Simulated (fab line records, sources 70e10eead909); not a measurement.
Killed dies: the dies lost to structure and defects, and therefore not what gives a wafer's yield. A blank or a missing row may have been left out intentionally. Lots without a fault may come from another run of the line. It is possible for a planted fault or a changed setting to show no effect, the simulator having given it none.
Problem report, 8D (eight disciplines) form, completed by code	flow nandHarc	the parts of the form that need people (team, actions taken, sign-off) are left out

## 1. WHAT WENT WRONG
Wafers without a fault read 144.5 nm with a standard deviation of 1.5, while thkNm at NHARC_P_M2_THK_MEAS_24 averages 137.0 nm across 2 wafers of 1 lot. Relative to the usual mean, that is a shift of -5.0 standard deviations.
The step: measures by xrf.
First seen on wafer L985.2, day 10 11:35, on filmMetro-01. At this step, 33 wafers from 11 lots have a number in the record. Rule for "out", or "out of limits": more than 4 standard deviations from the usual mean. The rest of the wafers with a number are treated as sound.

## 2. WHAT IT IS AND WHAT IT IS NOT
question	is	is not
which readings at this step	thkNm	-
which lots	L985	L100, L990, L991, L992, L993, L994, L996, L997, L998, L999
which wafers of those lots	L985.2, L985.4	L985.3
read on which gauges	filmMetro-01	filmMetro-02
when	from day 10 11:35	up to then (1 sound wafer); but 30 sound wafers of L100, L990, L991, L992, L993, L994, L996, L997, L998, L999 came after

## 3. THE SUSPECTS, EACH WITH WHAT RULES IT OUT
Counting: a tool at a process step up to the reading stays a suspect if it ran every lot that is out. Sound lots after the first of them don't rule it out here, since some wafers of a struck lot are sound.
- the gauge at NHARC_P_M2_THK_MEAS_24 has been ruled out. All the wafers that are out were read on filmMetro-01, but those of them that NHARC_P_M2_CMP_23 has rows for are out there too, on other tools.
- rieDiel-12 at NHARC_P_M2_DESCUM_14 (chemistry O2, time 3 s): kept. It ran the lot that is out, L985 (day 10 09:10).
- rtpAnneal-02 at NHARC_P_M2_ANNEAL_31 (time 90 s): kept. It ran the lot that is out, L985 (day 10 10:58).
- cmp-01 at NHARC_P_M2_CMP_23 (polishes, t overpolish 20 s, target thk 144.3 nm): kept. It ran the lot that is out, L985 (day 10 11:17). Its own timeToEndpointS readings are out on those wafers.
- Within rieDiel-12 at NHARC_P_M2_DESCUM_14: the wafers that are out ran in chambers 0, 3; their sound lot-mates ran in chamber 2.
- Within cmp-01 at NHARC_P_M2_CMP_23: the wafers that are out ran in chambers 2, 3; their sound lot-mates ran in chamber 1.
After the count, these remain: rieDiel-12 at NHARC_P_M2_DESCUM_14, rtpAnneal-02 at NHARC_P_M2_ANNEAL_31 and cmp-01 at NHARC_P_M2_CMP_23.

## 4. THE CAUSE (what the simulator had put in)
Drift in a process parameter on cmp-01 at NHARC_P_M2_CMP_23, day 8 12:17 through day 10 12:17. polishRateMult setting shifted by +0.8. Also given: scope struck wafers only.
This tool is one of the 3 suspects left after counting.

## 5. THE CHAIN OF EFFECTS, in route order
Each row: a reading whose mean over the struck wafers that have a number lies more than 3 standard deviations from the usual. Scope: only readings with a usual standard deviation given in the record; hours: median across lots of the time from each lot's start at the first step in this table that gives one to its start at this step; sigmas: change in usual standard deviations.
hours	step	reading	usual	on struck wafers	change	sigmas
0	NHARC_P_M2_CMP_23	timeToEndpointS	28.8 s	14.4	-14.4	-6.5
0	NHARC_P_M2_THK_MEAS_24	thkNm	144.5 nm	137.0	-7.5	-5.0
Process steps it contains:
- NHARC_P_M2_CMP_23: polishes, t overpolish 20 s, target thk 144.3 nm.

## 6. WHAT WOULD HAVE CAUGHT IT SOONER
In this record the first reading out of limits at a measuring or inspecting step was taken at day 10 11:35, 47 hours after the fault began at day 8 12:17.
Tool's own readings at NHARC_P_M2_CMP_23, timeToEndpointS: out on all struck wafers the step has rows for; an alarm limit on them would have tripped on the first.
Each of the lots that are out, 1 in all, had begun NHARC_P_M2_CMP_23 on cmp-01 no later than day 10 11:35. A hold on the tool at that time would have spared none of them.
